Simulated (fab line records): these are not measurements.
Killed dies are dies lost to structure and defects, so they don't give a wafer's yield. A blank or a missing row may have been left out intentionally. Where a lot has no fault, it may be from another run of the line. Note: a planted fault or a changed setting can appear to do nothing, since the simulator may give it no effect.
Chamber matching / flow n5 finfet / N5_BEOL_M14_DESCUM_15 on rie diel-05: 4 sister chambers
The step chemistry O2, time 7.9 s. 4 wafers are shown with their chamber, then 12 later ones without.

== EACH WAFER AND ITS CHAMBER ==
wafer=L082.2; chamber=2; drypump motor current A (A)=6.0
wafer=L089.2; chamber=3; drypump motor current A (A)=6.0
wafer=L089.3; chamber=0; drypump motor current A (A)=5.7
wafer=L089.5; chamber=1; drypump motor current A (A)=6.6

== WAFERS MISSING THEIR CHAMBER ==
wafer=L093.3; drypump motor current A (A)=6.1
wafer=L093.4; drypump motor current A (A)=6.7
wafer=L093.5; drypump motor current A (A)=6.1
wafer=L097.1; drypump motor current A (A)=6.6
wafer=L097.2; drypump motor current A (A)=5.7
wafer=L097.5; drypump motor current A (A)=5.7
wafer=L095.4; drypump motor current A (A)=6.6
wafer=L095.5; drypump motor current A (A)=6.6
wafer=L095.6; drypump motor current A (A)=6.0
wafer=L096.2; drypump motor current A (A)=6.6
wafer=L096.3; drypump motor current A (A)=5.7
wafer=L096.6; drypump motor current A (A)=6.6

== WHICH CHAMBER EACH WENT THROUGH ==
wafer=L093.3; from the rows above=can't be placed: 2 or 3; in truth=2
wafer=L093.4; from the rows above=1; in truth=1
wafer=L093.5; from the rows above=can't be placed: 2 or 3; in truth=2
wafer=L097.1; from the rows above=1; in truth=1
wafer=L097.2; from the rows above=0; in truth=0
wafer=L097.5; from the rows above=0; in truth=0
wafer=L095.4; from the rows above=1; in truth=1
wafer=L095.5; from the rows above=1; in truth=1
wafer=L095.6; from the rows above=can't be placed: 2 or 3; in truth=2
wafer=L096.2; from the rows above=1; in truth=1
wafer=L096.3; from the rows above=0; in truth=0
wafer=L096.6; from the rows above=1; in truth=1
Correctly placed: 9 of 12. From these rows, 3 cannot be placed; in 3 the true chamber is one of the candidates. 0 placed wrongly.
How it was worked out, from the rows above alone: a wafer's distance from a chamber is the root of the sum, over the readings, of the square of ((its reading less the chamber's mean) divided by the reading's scatter). The wafer belongs to the nearest chamber; if the next one is less than 2 further off, it can't be placed. The mean given for a chamber averages the wafers shown for that chamber. The scatter: with one shown wafer a chamber, the root of the mean of the squares of how far each hidden wafer lies from its nearest shown one.
